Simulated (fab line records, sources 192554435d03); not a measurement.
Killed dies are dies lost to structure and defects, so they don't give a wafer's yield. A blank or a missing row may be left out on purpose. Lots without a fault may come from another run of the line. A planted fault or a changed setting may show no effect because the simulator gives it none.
fab line records | flow n5_finfet
record lots=19 wafers=57 last_day=17
route steps=1938 shown BEOL_M0_SAQP@673 BEOL_M0@717
lots that met no fault: from a run of the same line without faults
start_h: hours from the record's first day to the start of the lot's first wafer shown | wait_h: hours since the lot's step before | " the same as in the row above | L1.1+2: a row that stands for several wafers | - no value, or no start given | * or withheld: withheld | < > ~ a bound
route shown NAME@n: a module of which the file shows steps, and the number in the route of the first | usual: mean/standard deviation of fault-free wafers | same: alike in all rows | chamber/n: place in a boat | sites: the reading at each site | _std_site: their standard deviation | _edge_site: outer sites' mean less inner sites' | radius_mm: how far each site lies from the wafer's centre | mask NAME#n: copy n | behind: the tool/chamber that last shaped the wafer | hold: why the lot was held/for how many hours/how that ended | device: the transistor (n, p or np) that didn't switch | end of line: the same wafers' tests at the end of the route | a step without rows: its recipe alone | killed: dies lost to structure and defects at the first sort, not the wafer's yield | map: a wafer's dies, x killed, . not, _ none there
set.NAME: the setting as run; set.NAME@STEP: as run at that earlier step | model.NAME: the simulator's own value behind a step, which no gauge read
steps of the route over a sample of lots; a table a step, a row a wafer
services: from which hour (start_h, from the record's first day; less than 0 if before it) a tool's chamber was out of use, for how many hours, and why
## steps
# step N5_BEOL_M0_SAQP_ETCH_107
# recipe chemistry=CH3F/O2 target=SiNx target_depth_a=300 mask_material=SOC pressure_mtorr=30 source_w=395 bias_w=73 Ar_flow_sccm=150 CH3F_flow_sccm=30 O2_flow_sccm=20 ion_energy_ev=120
# usual CH3F_flow_sccm=30.01/0.085 chamber_pressure_mTorr=29.998/0.027 drypump_motor_current_A=5.54/0.26 oes_product_au=0.76/0.074 rf_vpp_V=297/6.7 showerhead_plenum_p_Torr=2.01/0.069 throttle_valve_pct=16.37/0.26
# columns lot.wafer tool chamber start_h wait_h CH3F_flow_sccm chamber_pressure_mTorr drypump_motor_current_A oes_product_au rf_hours_counter_h rf_vpp_V showerhead_plenum_p_Torr throttle_valve_pct
L074.1 rie_diel-01 1 109.78 0.0 30.06 29.978 5.47 0.71 233 298 2.06 16.29
L074.2 " 3 " " 30.06 30.027 5.17 0.87 34 294 2.05 16.54
L074.5 " 0 " " 30.02 29.964 5.43 0.78 - 286 1.92 16.36
L075.1 rie_diel-06 0 116.63 0.0 30.05 30.034 5.79 0.71 206 293 2.00 16.61
L075.2 " 2 " " 29.88 30.013 5.45 0.75 164 286 2.07 16.14
L075.3 " 3 " " 30.03 30.001 5.89 0.90 47 300 2.14 16.04
L076.1 rie_diel-01 0 126.26 0.0 29.88 29.975 5.41 0.78 137 285 1.92 16.38
L076.2 " 1 " " 30.08 29.983 5.49 0.70 237 297 2.06 16.31
L076.4 " 2 " " 30.02 30.007 5.74 0.69 218 302 2.07 16.87
L077.2 rie_diel-02 0 129.02 0.0 30.08 30.018 5.13 0.70 218 304 2.05 16.44
L077.3 " 2 " " 29.96 29.991 5.82 0.87 61 308 2.02 15.89
L077.5 " 2 " " 30.12 30.014 5.81 0.86 - 307 2.02 15.87
L078.2 rie_diel-06 1 134.85 0.0 30.19 29.913 5.33 0.70 200 302 1.97 16.45
L078.3 " 3 " " 29.89 30.024 5.91 0.87 53 302 2.14 16.06
L078.6 " 3 " " 30.06 30.018 5.92 0.88 - 301 2.14 16.06
L079.1 rie_diel-01 3 138.80 0.0 29.99 30.033 5.16 0.86 42 296 2.04 16.54
L079.4 " 1 " " 29.96 30.019 5.47 0.70 240 296 2.06 16.32
L079.6 " 3 " " 29.89 29.974 5.16 0.87 - 295 2.04 16.55
L080.4 rie_diel-02 1 147.69 0.0 30.08 29.996 5.65 0.86 51 301 1.94 16.25
L080.5 " 1 " " 30.02 29.953 5.65 0.86 - 300 1.94 16.24
L080.6 " 2 " " 29.93 29.979 5.85 0.86 - 307 2.02 15.88
L081.3 rie_diel-06 1 159.17 0.0 30.09 30.022 5.29 0.69 208 300 1.97 16.46
L081.4 " 0 " " 30.01 29.993 5.79 0.70 221 291 1.99 16.64
L081.5 " 1 " " 29.93 30.044 5.30 0.70 - 301 1.97 16.45
L082.1 rie_diel-01 0 160.82 0.0 30.00 29.990 5.40 0.77 146 286 1.91 16.38
L082.2 " 2 " " 29.85 30.022 5.73 0.68 227 303 2.07 16.88
L082.6 " 3 " " 29.92 29.971 5.14 0.85 - 295 2.04 16.55
L084.1 rie_diel-01 0 168.60 0.0 29.94 30.038 5.42 0.76 149 287 1.91 16.40
L084.2 " 3 " " 30.05 30.017 5.13 0.84 51 295 2.04 16.56
L084.6 " 2 " " 30.08 30.015 5.79 0.68 - 303 2.07 16.90
L085.1 rie_diel-06 1 182.84 0.0 29.87 29.967 5.29 0.69 216 302 1.97 16.48
L085.5 " 0 " " 30.05 30.020 5.77 0.70 - 292 1.99 16.67
L085.6 " 3 " " 29.95 30.021 5.88 0.87 - 300 2.13 16.09
L088.1 rie_diel-02 0 205.40 0.0 30.10 29.979 5.10 0.69 242 305 2.05 16.48
L088.4 " 2 " " 29.93 29.967 5.86 0.82 85 308 2.02 15.92
L088.5 " 3 " " 29.99 30.034 5.32 0.75 - 293 1.91 16.38
L090.3 rie_diel-06 1 209.22 0.0 30.07 30.001 5.33 0.69 224 301 1.97 16.51
L090.5 " 0 " " 30.03 29.991 5.81 0.69 - 292 1.99 16.67
L090.6 " 1 " " 30.13 30.020 5.31 0.68 - 300 1.97 16.48
L091.1 rie_diel-06 1 211.74 0.0 29.88 30.023 5.29 0.68 225 301 1.96 16.49
L091.4 " 0 " " 29.89 29.946 5.80 0.68 238 293 1.99 16.68
L091.5 " 1 " " 29.87 30.038 5.30 0.68 - 301 1.96 16.49
L092.2 rie_diel-02 2 220.69 0.0 30.01 29.963 5.85 0.82 90 309 2.01 15.91
L092.4 " 1 " " 29.91 29.968 5.64 0.83 75 301 1.93 16.30
L092.6 " 0 " " 29.80 30.018 5.12 0.67 - 304 2.04 16.49
L093.1 rie_diel-01 3 224.07 0.0 30.03 30.006 5.13 0.83 68 293 2.03 16.59
L093.4 " 2 " " 30.05 29.977 5.75 0.67 247 305 2.06 16.93
L093.6 " 3 " " 30.08 30.002 5.13 0.82 - 295 2.03 16.61
L095.3 rie_diel-02 3 244.47 0.1 30.09 30.002 5.37 0.75 - 294 1.90 16.39
L095.5 " 3 " " 30.00 29.987 5.35 0.74 - 294 1.90 16.40
L095.6 " 2 " " 29.92 29.980 5.82 0.82 - 307 2.01 15.92
L096.1 rie_diel-06 0 249.34 0.0 30.14 29.987 5.78 0.68 249 292 1.98 16.70
L096.4 " 1 " " 30.13 30.047 5.28 0.67 236 302 1.96 16.53
L096.6 " 2 " " 29.90 29.986 5.46 0.72 - 285 2.06 16.19
L097.1 rie_diel-06 1 250.19 0.0 30.00 29.961 5.31 0.67 236 302 1.96 16.51
L097.2 " 2 " " 30.10 30.032 5.42 0.72 200 286 2.06 16.18
L097.3 " 3 " " 29.94 29.979 5.88 0.83 88 299 2.13 16.12
# step N5_BEOL_M0_SAQP_ETCH_73
# recipe chemistry=CF4 target=SiARC target_depth_a=195 mask_material=CAR-EUV time_s=32.5 ion_energy_ev=80 pressure_mtorr=40 source_w=545 bias_w=36 Ar_flow_sccm=100 cf4_flow_sccm=100 ends=cleared
# usual chamber_pressure_mTorr=40.00/0.035 drypump_motor_current_A=5.50/0.26 etch_rf_on_time_s=32.6/0.66 oes_product_au=0.66/0.074 rf_vpp_V=184.2/1.1 showerhead_plenum_p_Torr=2.15/0.064 throttle_valve_pct=15.63/0.29
# columns lot.wafer tool chamber start_h wait_h chamber_pressure_mTorr drypump_motor_current_A etch_rf_on_time_s oes_product_au rf_hours_counter_h rf_vpp_V showerhead_plenum_p_Torr throttle_valve_pct
L074.1 rie_diel-01 2 111.40 0.0 40.02 5.76 33.3 0.59 213 184.8 2.21 16.12
L074.2 " 1 " " 40.01 5.48 32.5 0.60 233 185.3 2.20 15.53
L074.5 " 1 " " 40.01 5.47 32.4 0.60 - 184.2 2.20 15.53
L075.1 rie_diel-06 3 118.12 0.0 39.98 5.90 32.2 0.76 47 185.2 2.27 15.20
L075.2 " 1 " " 39.96 5.32 32.5 0.60 194 183.7 2.12 15.72
L075.3 " 0 " " 39.95 5.76 33.0 0.60 206 183.3 2.14 15.89
L076.1 rie_diel-06 0 127.89 0.0 39.98 5.80 32.6 0.61 210 184.7 2.14 15.89
L076.2 " 3 " " 39.93 5.88 32.5 0.75 51 183.9 2.27 15.19
L076.4 " 1 " " 40.07 5.30 32.5 0.60 - 184.7 2.12 15.74
L077.2 rie_diel-01 2 130.92 0.0 39.98 5.75 33.4 0.58 219 185.8 2.21 16.10
L077.3 " 1 " " 40.04 5.46 32.5 0.60 238 185.1 2.19 15.54
L077.5 " 1 " " 40.01 5.44 32.6 0.60 - 185.0 2.19 15.56
L078.2 rie_diel-01 3 136.32 0.0 40.00 5.17 33.7 0.74 41 184.4 2.17 15.72
L078.3 " 1 " " 39.96 5.48 32.2 0.60 240 184.2 2.19 15.54
L078.6 " 1 " " 40.01 5.48 32.2 0.60 - 184.5 2.19 15.57
L079.1 rie_diel-06 0 140.54 0.0 39.99 5.76 32.6 0.60 215 183.8 2.14 15.91
L079.4 " 1 " " 40.04 5.31 32.3 0.60 202 183.9 2.12 15.74
L079.6 " 3 " " 40.00 5.87 31.8 0.75 - 186.2 2.26 15.21
L080.4 rie_diel-01 1 149.19 0.0 39.99 5.46 32.1 0.60 243 184.0 2.19 15.55
L080.5 " 3 " " 40.03 5.14 33.7 0.74 - 184.3 2.17 15.73
L080.6 " 2 " " 40.03 5.75 32.9 0.58 - 184.6 2.21 16.12
L081.3 rie_diel-02 2 160.64 0.0 40.03 5.85 32.9 0.72 70 183.5 2.16 15.12
L081.4 " 1 " " 40.01 5.68 31.6 0.74 55 182.3 2.08 15.50
L081.5 " 1 " " 39.97 5.68 31.4 0.73 - 185.1 2.08 15.48
L082.1 rie_diel-01 2 162.94 0.0 39.98 5.78 33.0 0.58 228 184.9 2.21 16.13
L082.2 " 1 " " 40.01 5.48 32.3 0.60 247 186.0 2.19 15.57
L082.6 " 0 " " 39.99 5.42 32.4 0.66 - 183.5 2.06 15.65
L084.1 rie_diel-01 3 171.21 0.0 39.95 5.17 33.4 0.72 52 182.9 2.17 15.75
L084.2 " 2 " " 40.02 5.73 33.0 0.57 230 184.8 2.21 16.14
L084.6 " 0 " " 40.00 5.43 32.0 0.66 - 183.7 2.05 15.65
L085.1 rie_diel-06 1 185.54 0.0 39.98 5.30 32.5 0.59 217 185.1 2.11 15.74
L085.5 " 0 " " 40.03 5.77 33.2 0.59 - 183.7 2.14 15.96
L085.6 " 1 " " 40.03 5.26 32.3 0.59 - 182.8 2.11 15.77
L088.1 rie_diel-02 2 206.99 0.0 39.99 5.82 33.0 0.70 86 183.2 2.15 15.16
L088.4 " 3 " " 39.97 5.35 32.9 0.64 164 182.9 2.04 15.64
L088.5 " 3 " " 39.98 5.33 33.0 0.63 - 181.0 2.04 15.64
L090.3 rie_diel-02 1 211.29 0.0 40.01 5.65 31.4 0.72 72 182.0 2.07 15.54
L090.5 " 1 " " 39.91 5.66 31.4 0.72 - 184.3 2.07 15.54
L090.6 " 2 " " 39.99 5.83 33.0 0.71 - 185.7 2.15 15.15
L091.1 rie_diel-02 1 213.21 0.0 40.01 5.65 31.8 0.71 72 183.3 2.07 15.53
L091.4 " 0 " " 39.98 5.12 33.1 0.58 244 184.9 2.18 15.73
L091.5 " 3 " " 40.00 5.32 32.8 0.64 - 183.9 2.04 15.65
L092.2 rie_diel-01 2 222.29 0.0 39.98 5.77 33.1 0.57 246 185.2 2.20 16.17
L092.4 " 3 " " 40.01 5.16 33.4 0.70 67 185.1 2.17 15.78
L092.6 " 3 " " 39.96 5.17 33.1 0.71 - 184.1 2.17 15.77
L093.1 rie_diel-06 1 225.54 0.0 39.99 5.31 32.7 0.58 229 184.2 2.11 15.81
L093.4 " 2 " " 40.00 5.45 31.9 0.62 193 183.9 2.21 15.49
L093.6 " 0 " " 40.02 5.81 33.4 0.59 - 184.6 2.13 15.96
L095.3 rie_diel-06 0 245.99 0.0 39.94 5.80 33.2 0.58 248 184.3 2.13 15.96
L095.5 " 0 " " 40.00 5.76 33.4 0.58 - 183.1 2.13 15.96
L095.6 " 1 " " 40.03 5.32 32.9 0.58 - 183.8 2.11 15.80
L096.1 rie_diel-02 0 250.99 0.0 39.97 5.14 31.7 0.84 0 183.6 2.18 15.22
L096.4 " 2 " " 39.97 5.82 32.7 0.70 - 184.2 2.15 15.18
L096.6 " 3 " " 39.99 5.35 32.7 0.63 - 182.8 2.04 15.66
L097.1 rie_diel-02 1 251.66 0.0 40.01 5.66 31.3 0.70 82 184.2 2.07 15.57
L097.2 " 2 " " 39.97 5.84 32.4 0.70 98 184.0 2.15 15.19
L097.3 " 3 " " 40.02 5.31 32.7 0.64 177 181.8 2.04 15.66
# step N5_BEOL_M0_SAQP_ETCH_49
# recipe chemistry=CF4/O2 target_depth_a=370 target=SiO2 pressure_mtorr=40 source_w=535 bias_w=49 Ar_flow_sccm=100 cf4_flow_sccm=100 O2_flow_sccm=10 ion_energy_ev=100
# usual chamber_pressure_mTorr=40.00/0.04 drypump_motor_current_A=5.51/0.26 oes_product_au=0.78/0.081 rf_vpp_V=241/5.3 showerhead_plenum_p_Torr=2.21/0.066 throttle_valve_pct=15.82/0.28
# columns lot.wafer tool chamber start_h wait_h chamber_pressure_mTorr drypump_motor_current_A oes_product_au rf_hours_counter_h rf_vpp_V showerhead_plenum_p_Torr throttle_valve_pct
L074.1 rie_diel-02 0 112.81 0.3 39.99 5.10 0.69 213 245 2.26 15.91
L074.2 " 2 " " 39.99 5.87 0.87 57 249 2.23 15.33
L074.5 " 0 " " 39.97 5.12 0.69 - 247 2.26 15.90
L075.1 rie_diel-06 1 118.89 0.3 40.05 5.28 0.71 194 245 2.18 15.95
L075.2 " 3 " " 39.97 5.88 0.90 47 242 2.33 15.42
L075.3 " 0 " " 40.01 5.79 0.72 207 237 2.21 16.12
L076.1 rie_diel-02 1 128.65 0.3 40.02 5.65 0.86 46 242 2.14 15.73
L076.2 " 3 " " 39.96 5.33 0.78 141 238 2.11 15.82
L076.4 " 2 " " 40.01 5.83 0.86 61 250 2.23 15.35
L077.2 rie_diel-06 1 131.68 0.3 39.94 5.31 0.69 198 244 2.18 15.97
L077.3 " 3 " " 40.02 5.89 0.88 52 244 2.33 15.44
L077.5 " 3 " " 39.98 5.88 0.88 - 243 2.33 15.43
L078.2 rie_diel-01 2 137.09 0.3 40.00 5.74 0.69 220 245 2.28 16.36
L078.3 " 0 " " 40.01 5.44 0.78 139 231 2.12 15.87
L078.6 " 3 " " 39.97 5.13 0.88 - 240 2.24 15.96
L079.1 rie_diel-06 0 141.30 0.3 40.10 5.77 0.71 215 237 2.20 16.12
L079.4 " 1 " " 40.05 5.29 0.69 202 245 2.18 15.96
L079.6 " 1 " " 39.95 5.30 0.70 - 243 2.18 15.97
L080.4 rie_diel-01 2 149.95 0.3 39.98 5.72 0.69 224 246 2.28 16.37
L080.5 " 2 " " 39.99 5.73 0.69 - 244 2.28 16.36
L080.6 " 1 " " 39.99 5.47 0.71 - 240 2.26 15.79
L081.3 rie_diel-02 3 161.72 0.3 39.98 5.35 0.76 149 238 2.11 15.84
L081.4 " 0 " " 40.06 5.10 0.68 227 245 2.25 15.92
L081.5 " 2 " " 39.96 5.84 0.84 - 249 2.22 15.36
L082.1 rie_diel-02 1 163.70 0.3 40.01 5.64 0.83 55 244 2.14 15.75
L082.2 " 3 " " 39.90 5.34 0.76 149 238 2.11 15.83
L082.6 " 0 " " 40.01 5.11 0.69 - 245 2.25 15.91
L084.1 rie_diel-06 1 171.97 0.3 40.07 5.31 0.69 212 245 2.18 16.00
L084.2 " 0 " " 39.99 5.79 0.70 225 238 2.20 16.16
L084.6 " 3 " " 40.08 5.88 0.87 - 245 2.33 15.46
L085.1 rie_diel-02 2 186.69 0.3 39.99 5.84 0.83 79 250 2.22 15.39
L085.5 " 1 " " 40.08 5.64 0.83 - 244 2.14 15.76
L085.6 " 2 " " 39.99 5.85 0.83 - 250 2.22 15.39
L088.1 rie_diel-02 1 207.75 0.3 39.99 5.67 0.83 71 245 2.13 15.78
L088.4 " 0 " " 39.98 5.11 0.67 243 246 2.25 15.95
L088.5 " 3 " " 40.01 5.34 0.75 - 238 2.10 15.87
L090.3 rie_diel-02 2 212.05 0.3 40.01 5.85 0.82 87 248 2.22 15.40
L090.5 " 2 " " 39.99 5.82 0.83 - 250 2.22 15.40
L090.6 " 1 " " 39.98 5.65 0.82 - 243 2.13 15.78
L091.1 rie_diel-06 1 214.34 0.4 40.00 5.30 0.68 226 243 2.17 16.02
L091.4 " 0 " " 40.00 5.76 0.69 239 237 2.19 16.18
L091.5 " 1 " " 39.94 5.29 0.67 - 244 2.17 16.02
L092.2 rie_diel-01 0 223.13 0.4 40.00 5.41 0.76 166 232 2.11 15.93
L092.4 " 3 " " 39.99 5.18 0.84 68 238 2.23 16.02
L092.6 " 2 " " 40.00 5.69 0.67 - 246 2.27 16.41
L093.1 rie_diel-01 1 226.30 0.3 39.97 5.45 0.96 14 240 2.25 15.35
L093.4 " 2 " " 39.96 5.77 0.67 247 244 2.27 16.41
L093.6 " 0 " " 40.04 5.44 0.74 - 233 2.11 15.94
L095.3 rie_diel-01 0 246.80 0.3 39.93 5.44 0.74 173 232 2.11 15.94
L095.5 " 3 " " 40.08 5.18 0.83 - 240 2.23 16.05
L095.6 " 0 " " 40.07 5.44 0.75 - 230 2.11 15.93
L096.1 rie_diel-01 0 251.93 0.3 40.02 5.42 0.75 175 231 2.11 15.93
L096.4 " 1 " " 39.97 5.49 0.92 - 242 2.25 15.36
L096.6 " 3 " " 40.06 5.14 0.83 - 239 2.23 16.05
L097.1 rie_diel-01 3 252.42 0.3 40.00 5.14 0.82 77 238 2.23 16.05
L097.2 " 1 " " 40.02 5.50 0.94 23 242 2.25 15.36
L097.3 " 0 " " 40.03 5.42 0.74 175 230 2.11 15.93
# step N5_BEOL_M0_STRIP_140
# recipe chemistry=CF4 resist=SiARC power_w=300 bias_power_w=75 pressure_mtorr=50 cf4_flow_sccm=150 rf_frequency_hz=6e+07
# usual bias_power_w=75.03/0.24 chamber_pressure_mTorr=50.00/0.063 drypump_motor_current_A=5.9/0.47 oes_product_au=0.75/0.075 rf_vpp_V=270.8/1.7 showerhead_plenum_p_Torr=1.78/0.046 throttle_valve_pct=13.60/0.24
# columns lot.wafer tool chamber start_h wait_h bias_power_w chamber_pressure_mTorr drypump_motor_current_A oes_product_au rf_hours_counter_h rf_vpp_V showerhead_plenum_p_Torr throttle_valve_pct
L074.1 rie_diel-04 2 117.87 0.4 75.02 50.04 6.3 0.72 188 270.7 1.78 13.86
L074.2 " 0 " " 74.87 50.10 6.6 0.70 197 271.9 1.85 13.47
L074.5 " 2 " " 75.04 49.93 6.3 0.72 - 271.8 1.78 13.89
L075.1 rie_diel-05 3 122.69 0.5 75.30 49.95 6.2 0.71 212 272.7 1.84 13.45
L075.2 " 1 " " 75.13 49.98 5.0 0.73 176 271.4 1.79 13.46
L075.3 " 2 " " 75.12 50.05 5.9 0.69 225 268.8 1.72 13.87
L076.1 rie_diel-03 3 130.17 0.1 74.80 49.98 5.5 0.89 23 269.2 1.78 13.49
L076.2 " 0 " " 74.98 49.94 5.3 0.72 172 271.4 1.79 13.66
L076.4 " 1 " " 74.71 49.93 6.5 0.87 41 268.4 1.76 13.21
L077.2 rie_diel-05 3 133.24 0.3 75.10 49.99 6.1 0.71 215 274.0 1.84 13.47
L077.3 " 1 " " 75.07 50.03 5.0 0.72 178 268.4 1.79 13.47
L077.5 " 0 " " 75.20 49.99 5.9 0.69 - 269.5 1.70 13.56
L078.2 rie_diel-05 0 139.98 0.1 74.95 50.06 5.8 0.68 225 267.9 1.70 13.56
L078.3 " 2 " " 75.19 50.04 5.9 0.70 230 270.2 1.72 13.84
L078.6 " 1 " " 74.97 50.06 5.0 0.72 - 271.2 1.79 13.48
L079.1 rie_diel-03 0 143.72 0.4 75.19 49.99 5.4 0.72 175 268.8 1.79 13.65
L079.4 " 2 " " 75.12 49.98 6.0 0.72 208 271.5 1.83 13.99
L079.6 " 0 " " 75.29 49.97 5.4 0.72 - 269.6 1.79 13.66
L080.4 rie_diel-03 0 151.44 0.1 75.31 49.84 5.4 0.72 178 270.8 1.79 13.65
L080.5 " 0 " " 75.34 50.09 5.4 0.72 - 271.5 1.79 13.66
L080.6 " 1 " " 74.75 50.08 6.6 0.86 - 270.3 1.76 13.24
L081.3 rie_diel-03 3 164.14 0.2 75.11 50.05 5.5 0.88 34 269.9 1.77 13.55
L081.4 " 2 " " 75.27 50.06 6.0 0.71 216 272.8 1.83 14.01
L081.5 " 0 " " 74.75 49.91 5.4 0.72 - 270.3 1.79 13.69
L082.1 rie_diel-04 3 164.67 0.1 74.69 50.01 6.1 0.80 112 271.2 1.73 13.31
L082.2 " 1 " " 75.44 49.99 6.1 0.69 223 272.8 1.83 13.46
L082.6 " 1 " " 75.10 49.90 6.1 0.68 - 273.5 1.83 13.47
L084.1 rie_diel-03 2 175.83 0.4 74.86 49.92 6.0 0.72 221 271.3 1.83 14.01
L084.2 " 3 " " 74.98 50.03 5.5 0.87 39 267.9 1.77 13.54
L084.6 " 2 " " 75.07 49.91 5.9 0.71 - 272.6 1.83 14.05
L085.1 rie_diel-04 0 188.17 0.5 75.24 50.07 6.6 0.69 209 273.2 1.85 13.47
L085.5 " 3 " " 74.19 50.04 6.1 0.78 - 269.0 1.73 13.36
L085.6 " 2 " " 75.27 50.02 6.3 0.69 - 270.7 1.78 13.96
L088.1 rie_diel-04 1 209.61 0.1 75.17 50.11 6.0 0.68 244 269.6 1.83 13.52
L088.4 " 2 " " 75.01 49.99 6.4 0.69 228 270.6 1.77 13.97
L088.5 " 2 " " 75.39 49.99 6.4 0.69 - 271.4 1.77 13.97
L090.3 rie_diel-03 0 213.14 0.1 75.29 49.96 5.3 0.70 204 273.2 1.78 13.72
L090.5 " 1 " " 75.21 50.01 6.6 0.83 - 268.7 1.75 13.28
L090.6 " 2 " " 75.29 49.86 6.0 0.70 - 272.5 1.83 14.06
L091.1 rie_diel-03 2 217.54 0.1 75.36 49.97 5.9 0.70 238 273.8 1.83 14.08
L091.4 " 3 " " 75.11 50.00 5.5 0.84 56 269.2 1.77 13.56
L091.5 " 3 " " 75.39 50.06 5.5 0.85 - 270.3 1.77 13.60
L092.2 rie_diel-05 3 227.78 0.1 75.28 49.96 6.1 0.69 245 273.1 1.84 13.56
L092.4 " 1 " " 74.87 50.05 5.0 0.71 - 271.3 1.78 13.54
L092.6 " 2 " " 75.36 49.98 5.9 1.00 - 272.4 1.92 13.35
L093.1 rie_diel-03 2 228.26 0.1 74.74 49.97 6.0 0.69 242 273.0 1.82 14.08
L093.4 " 1 " " 74.93 49.94 6.6 0.82 77 267.7 1.75 13.30
L093.6 " 2 " " 74.65 49.88 6.0 0.69 - 271.9 1.82 14.07
L095.3 rie_diel-04 3 252.22 0.2 74.94 49.98 6.1 0.76 150 267.9 1.72 13.43
L095.5 " 0 " " 75.16 49.92 6.6 0.67 - 273.1 1.84 13.53
L095.6 " 3 " " 74.96 49.94 6.1 0.76 - 268.4 1.72 13.39
L097.1 rie_diel-05 3 254.02 0.3 75.00 50.00 6.2 0.67 257 270.8 1.83 13.56
L097.2 " 1 " " 74.64 50.02 5.0 0.69 222 269.4 1.78 13.56
L097.3 " 2 " " 75.24 49.98 5.9 0.93 13 272.9 1.92 13.39
L096.1 rie_diel-03 1 254.07 0.4 74.85 50.04 6.6 0.81 84 270.0 1.75 13.33
L096.4 " 0 " " 74.83 50.09 5.3 0.70 - 271.3 1.78 13.74
L096.6 " 3 " " 75.25 50.10 5.5 0.83 - 270.6 1.76 13.61
# step N5_BEOL_M0_ALD_136
# recipe material=TaN target_thk_a=* temp_c=275 ald_precursor_family=PDMAT ald_co_reactant=NH3 pressure_torr=3 carrier_flow_sccm=1500 pulse_time_s=2 purge_time_s=3 co_reactant_purge_time_s=2 co_reactant_pulse_time_s=3 ald_cycles=30 precursor_vessel_temp_c=75 precursor_vessel_pressure_torr=26.25 precursor_vessel_carrier_sccm=1000
# usual heater_power_w=406/29 mfc_carrier_sccm=1500/4.5
# columns lot.wafer tool chamber start_h wait_h heater_power_w mfc_carrier_sccm
L074.1 ald_metal-02 0 121.24 0.2 417 1502
L074.2 " 1 " " 357 1509
L074.5 " 1 " " 350 1509
L075.1 ald_metal-04 0 124.11 0.2 454 1499
L075.2 " 2 " " 354 1496
L075.3 " 3 " " 381 1498
L076.1 ald_metal-03 1 131.21 0.0 422 1504
L076.2 " 2 " " 426 1501
L076.4 " 2 " " 420 1502
L077.2 ald_metal-04 1 134.34 0.1 411 1504
L077.3 " 0 " " 458 1501
L077.5 " 2 " " 345 1499
L078.2 ald_metal-02 2 141.13 0.0 428 1493
L078.3 " 0 " " 426 1499
L078.6 " 3 " " 430 1498
L079.1 ald_metal-02 2 145.49 0.0 418 1503
L079.4 " 3 " " 423 1503
L079.6 " 2 " " 408 1503
L080.4 ald_metal-03 1 152.73 0.2 417 1497
L080.5 " 0 " " 396 1491
L080.6 " 2 " " 418 1491
L081.3 ald_metal-03 0 164.89 0.0 392 1497
L081.4 " 2 " " 421 1492
L081.5 " 1 " " 419 1492
L082.1 ald_metal-02 3 167.17 0.0 430 1506
L082.2 " 1 " " 350 1501
L082.6 " 2 " " 419 1507
L084.1 ald_metal-03 0 177.57 0.1 401 1496
L084.2 " 1 " " 422 1509
L084.6 " 2 " " 420 1498
L085.1 ald_metal-03 0 191.09 0.0 391 1496
L085.5 " 0 " " 385 1496
L085.6 " 1 " " 422 1494
L088.1 ald_metal-02 0 211.30 0.0 422 1509
L088.4 " 3 " " 427 1496
L088.5 " 3 " " 425 1502
L090.3 ald_metal-03 0 214.53 0.4 404 1496
L090.5 " 0 " " 402 1497
L090.6 " 2 " " 408 1502
L091.1 ald_metal-04 3 220.49 0.0 378 1494
L091.4 " 1 " " 412 1501
L091.5 " 1 " " 423 1501
L092.2 ald_metal-03 0 228.90 0.0 395 1497
L092.4 " 2 " " 425 1502
L092.6 " 1 " " 411 1501
L093.1 ald_metal-04 0 229.38 0.0 444 1494
L093.4 " 3 " " 388 1508
L093.6 " 2 " " 357 1499
L095.3 ald_metal-04 3 254.09 0.0 397 1500
L095.5 " 2 " " 351 1500
L095.6 " 1 " " 412 1502
L097.1 ald_metal-02 2 254.97 0.0 415 1498
L097.2 " 0 " " 431 1500
L097.3 " 1 " " 357 1497
L096.1 ald_metal-03 0 255.13 0.0 393 1502
L096.4 " 2 " " 412 1507
L096.6 " 0 " " 400 1493
# step N5_BEOL_M0_ANNEAL_135
# recipe temp_c=400 time_s=60 ambient=vacuum
# usual heater_power_w=832/64
# columns lot.wafer tool chamber start_h wait_h heater_power_w
L074.1 pvd_sputter-03 - 122.52 0.0 923
L074.2 " - " " 765
L074.5 " - " " 948
L075.1 pvd_sputter-02 - 124.88 0.0 767
L075.2 " - " " 753
L075.3 " - " " 780
L076.1 pvd_sputter-02 - 133.48 0.0 771
L076.2 " - " " 876
L076.4 " - " " 751
L077.2 pvd_sputter-01 - 135.22 0.0 882
L077.3 " - " " 770
L077.5 " - " " 828
L078.2 pvd_sputter-01 - 143.65 0.0 814
L078.3 " - " " 809
L078.6 " - " " 789
L079.1 pvd_sputter-01 - 146.21 0.0 883
L079.4 " - " " 835
L079.6 " - " " 784
L080.4 pvd_sputter-03 - 153.55 0.0 955
L080.5 " - " " 867
L080.6 " - " " 942
L081.3 pvd_sputter-02 - 167.31 0.0 887
L081.4 " - " " 777
L081.5 " - " " 766
L082.1 pvd_sputter-02 - 167.95 0.0 762
L082.2 " - " " 893
L082.6 " - " " 879
L084.1 pvd_sputter-01 - 179.07 0.0 879
L084.2 " - " " 794
L084.6 " - " " 878
L085.1 pvd_sputter-03 - 191.89 0.0 938
L085.5 " - " " 771
L085.6 " - " " 889
L088.1 pvd_sputter-03 - 212.02 0.0 957
L088.4 " - " " 868
L088.5 " - " " 875
L090.3 pvd_sputter-01 - 216.42 0.0 807
L090.5 " - " " 890
L090.6 " - " " 782
L091.1 pvd_sputter-02 - 221.24 0.0 776
L091.4 " - " " 884
L091.5 " - " " 781
L092.2 pvd_sputter-03 - 229.66 0.0 747
L092.4 " - " " 853
L092.6 " - " " 934
L093.1 pvd_sputter-01 - 231.82 0.0 770
L093.4 " - " " 802
L093.6 " - " " 893
L095.3 pvd_sputter-01 - 254.91 0.0 819
L095.5 " - " " 794
L095.6 " - " " 906
L097.1 pvd_sputter-02 - 255.94 0.0 772
L097.2 " - " " 769
L097.3 " - " " 868
L096.1 pvd_sputter-01 - 259.99 0.0 799
L096.4 " - " " 781
L096.6 " - " " 768
## services
# columns tool chamber start_h hours kind
rie_diel-03 - 95.44 6.3 repair
rie_diel-04 1 111.29 4.4 repair
ald_metal-03 3 121.37 279.0 repair
ald_metal-02 - 123.87 0.3 repair
rie_diel-06 2 125.43 12.1 repair
pvd_sputter-02 - 126.57 5.3 repair
rie_diel-04 0 137.60 42.6 repair
rie_diel-02 3 142.67 1.8 repair
ald_metal-04 0 144.49 25.5 repair
rie_diel-01 2 164.28 2.8 repair
rie_diel-01 1 168.11 - clean
rie_diel-01 1 168.11 - consumable_replace:focus_ring
rie_diel-01 1 168.11 13.9 scheduled_down
rie_diel-05 - 172.74 15.6 pm
ald_metal-02 - 176.53 1.5 repair
ald_metal-02 0 187.53 3.4 repair
rie_diel-04 - 223.43 2.3 repair
pvd_sputter-03 - 235.09 39.9 repair
rie_diel-01 2 235.33 5.0 repair
ald_metal-02 - 238.45 1.0 repair
rie_diel-03 1 242.80 8.4 repair
rie_diel-02 1 243.32 8.0 repair
ald_metal-03 - 244.53 2.8 pm
rie_diel-04 3 254.77 12.9 repair
## key
fault none
